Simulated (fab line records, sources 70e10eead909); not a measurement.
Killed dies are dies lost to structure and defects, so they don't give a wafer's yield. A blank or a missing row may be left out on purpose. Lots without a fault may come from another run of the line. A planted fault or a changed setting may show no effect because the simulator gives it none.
Problem report in the 8D (eight disciplines) form, filled by code | flow nand_harc | the parts of the form that need people (team, actions taken, sign-off) are left out

1. THE PROBLEM
time_to_endpoint_s at NHARC_P_M1_CMP_23 reads a mean of 17.7 s on 1 wafer of 1 lot; wafers without a fault read 29.3 s with a standard deviation of 2.9. That is -4.0 standard deviations from the usual mean.
The step: polishes, t overpolish 20 s, target thk 157.82 nm.
First seen on wafer L996.5, day 8 13:22, on cmp-03. The record holds 35 wafers of 12 lots with a number at this step. Rule for "out", or "out of limits": more than 4 standard deviations from the usual mean. The other wafers with a number count as sound.

2. WHAT IT IS AND WHAT IT IS NOT
question                    | is                 | is not
which readings at this step | time_to_endpoint_s | motor_current_A
which lots                  | L996               | L103, L106, L987, L988, L989, L990, L991, L992, L993, L994, L995
which wafers of those lots  | L996.5             | L996.1
read on which tools         | cmp-03             | cmp-01, cmp-02
when                        | from day 8 13:22   | up to then (28 sound wafers); but 6 sound wafers of L103, L106 came after

3. SUSPECTS, AND WHAT RULES EACH OUT
Counting: a tool at a process step up to the reading stays a suspect if it ran every lot that is out. Sound lots after the first of them don't rule it out here, since some wafers of a struck lot are sound.
- pecvd-02 at NHARC_P_M0_PRE_CLEAN_31 (time 12 s): kept. It ran the lot that is out, L996 (day 8 09:35); its last sound lot up to then is L995 (day 8 02:51).
- rie_diel-04 at NHARC_P_M1_STRIP_18 (strips in N2/H2): kept. It ran the lot that is out, L996 (day 8 11:41); its last sound lot up to then is L995 (day 8 05:05).
- ecd_cu-01 at NHARC_P_M1_ECD_22 (material Cu, target thk 400 nm): kept. It ran the lot that is out, L996 (day 8 12:42); its last sound lot up to then is L994 (day 8 05:20).
- cmp-03 at NHARC_P_M1_CMP_23 (polishes, t overpolish 20 s, target thk 157.82 nm): kept. It ran the lot that is out, L996 (day 8 13:22); its last sound lot up to then is L995 (day 8 06:58). Its own readings are out on those wafers: time_to_endpoint_s.
Left after counting: pecvd-02 at NHARC_P_M0_PRE_CLEAN_31, rie_diel-04 at NHARC_P_M1_STRIP_18, ecd_cu-01 at NHARC_P_M1_ECD_22, cmp-03 at NHARC_P_M1_CMP_23.

4. THE CAUSE (what the simulator had put in)
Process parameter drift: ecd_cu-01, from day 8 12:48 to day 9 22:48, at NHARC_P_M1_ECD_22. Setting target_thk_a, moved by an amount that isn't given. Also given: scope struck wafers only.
Counting left 4 suspects, and this tool is among them.

5. THE CHAIN OF EFFECTS, in route order
Each row: a reading whose mean over the struck wafers that have a number lies more than 3 standard deviations from the usual. Only readings for which the record gives a usual standard deviation are gone through. hours: the time from each lot's start at the first step in this table that gives one to its start at this step, as a median over the lots. sigmas: the change in usual standard deviations.
hours | step              | reading            | usual  | on struck wafers | change | sigmas
0     | NHARC_P_M1_CMP_23 | time_to_endpoint_s | 29.3 s | 17.7             | -11.6  | -4.0
The process steps in it:
- NHARC_P_M1_CMP_23: polishes, t overpolish 20 s, target thk 157.82 nm.

6. WHAT WOULD HAVE CAUGHT IT SOONER
In this record the first reading out of limits was taken at day 8 13:22, 1 hour after the fault began at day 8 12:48.
All the lots that are out (1) had begun NHARC_P_M1_ECD_22 on ecd_cu-01 by day 8 13:22. A hold on the tool at that time would have spared none of them.
